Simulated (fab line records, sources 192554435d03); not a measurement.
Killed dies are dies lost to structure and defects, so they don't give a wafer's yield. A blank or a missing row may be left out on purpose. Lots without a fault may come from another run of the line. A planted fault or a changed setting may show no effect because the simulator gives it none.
Split-lot experiment | flow n5_finfet | 7 lots, 21 wafers read, on a route of 1938 steps

THE SPLIT
At N5_BEOL_M0_SAQP_EXPOSE_11 (exposes mask M0 CORE, target cd 42 nm), the setting dose_mj was moved away from the recipe's 55 on 8 of the 21 wafers read, by -6.1% to +4.2%. The other wafers ran this setting at the recipe's value.

FROM THE SPLIT TO THE READING: what the file shows between them, 2 steps
- N5_BEOL_M0_SAQP_PEB_12: peb time 60 s
- N5_BEOL_M0_SAQP_DEVELOP_13: develop time 30 s

THE READING
cd_nm, in nm, at N5_BEOL_M0_SAQP_CD_MEAS_14 (target cd 42.5 nm). Fault-free wafers of this fab line usually give 42.4 nm, standard deviation 0.41 nm.

wafer  | tool, chamber at the split | dose_mj as run | against the recipe | cd_nm, nm | against lot-mates on the recipe
L076.1 | arfi_scanner-03, 0         | 55             | recipe             | 41.7      | -
L076.2 | arfi_scanner-03, 0         | 55             | recipe             | 41.4      | -
L076.4 | arfi_scanner-03, 0         | 55             | recipe             | 41.8      | -
L079.1 | arfi_scanner-03, 0         | 56.55          | +2.8%              | 41.9      | -0.8
L079.3 | arfi_scanner-03, 0         | 56.55          | +2.8%              | 41.5      | -1.2
L079.6 | arfi_scanner-03, 0         | 55             | recipe             | 42.7      | -
L083.3 | arfi_scanner-02, 0         | 55             | recipe             | 42.0      | -
L083.5 | arfi_scanner-02, 0         | 51.64          | -6.1%              | 44.5      | +2.5
L083.6 | arfi_scanner-02, 0         | 51.64          | -6.1%              | 44.4      | +2.4
L088.2 | arfi_scanner-03, 0         | 55             | recipe             | 42.5      | -
L088.3 | arfi_scanner-03, 0         | 57.31          | +4.2%              | 41.6      | -1.1
L088.4 | arfi_scanner-03, 0         | 55             | recipe             | 42.9      | -
L091.1 | arfi_scanner-03, 0         | 52.06          | -5.3%              | 43.9      | +1.7
L091.4 | arfi_scanner-03, 0         | 55             | recipe             | 42.2      | -
L091.5 | arfi_scanner-03, 0         | 52.06          | -5.3%              | 43.9      | +1.7
L096.3 | arfi_scanner-01, 0         | 55             | recipe             | 42.5      | -
L096.5 | arfi_scanner-01, 0         | 52.5           | -4.5%              | 44.1      | +1.5
L096.6 | arfi_scanner-01, 0         | 55             | recipe             | 42.7      | -
L097.2 | arfi_scanner-03, 0         | 55             | recipe             | 42.5      | -
L097.4 | arfi_scanner-03, 0         | 55             | recipe             | 42.1      | -
L097.5 | arfi_scanner-03, 0         | 55             | recipe             | 42.3      | -

THE FIT
A straight line over all 21 wafers: cd_nm changes by -0.305 nm for each +1% of dose_mj; r = -0.91; the points scatter about the line by 0.41 nm.
The same after taking each lot's own level away (the mean of its wafers on the recipe; 21 wafers): -0.348 nm for each +1%; r = -0.98; scatter 0.2 nm.
On that fit, the largest move of dose_mj shifts the reading by 2.1 nm.
The lots' own levels span 41.63 to 42.70 nm, that is 2.6 times the standard deviation above.
So the lot-to-lot level changes the slope: the two fits differ.
Check: with one of the wafers moved furthest among these (-6.1%) left out of the fit, the line predicts +2.06 nm for it against its lot-mates. It came out at +2.5 nm against them.

OTHER SPLITS ON THESE WAFERS
These wafers also went through other splits before the reading. Each is held against what the fit with the lots' levels taken away leaves over:
other split on the same wafers          | wafers away from the commonest value | r with cd_nm (lot level and that fit taken away)
N5_HKMG_FIN_ETCH_58 source_w            | 9                                    | -0.05
N5_MOL_CONTACT_COAG_ETCH_110 source_w   | 6                                    | -0.04
N5_MOL_CONTACT_COAG_ETCH_91 source_w    | 5                                    | -0.36
N5_MOL_CONTACT_COAG_ETCHBACK_135 time_s | 6                                    | +0.61
N5_BEOL_M0_SAQP_PECVD_04 time_s         | 4                                    | +0.25

THE FILE'S OWN FIT
cd_nm changes by -0.342 nm for each +1% of dose_mj, r = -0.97.
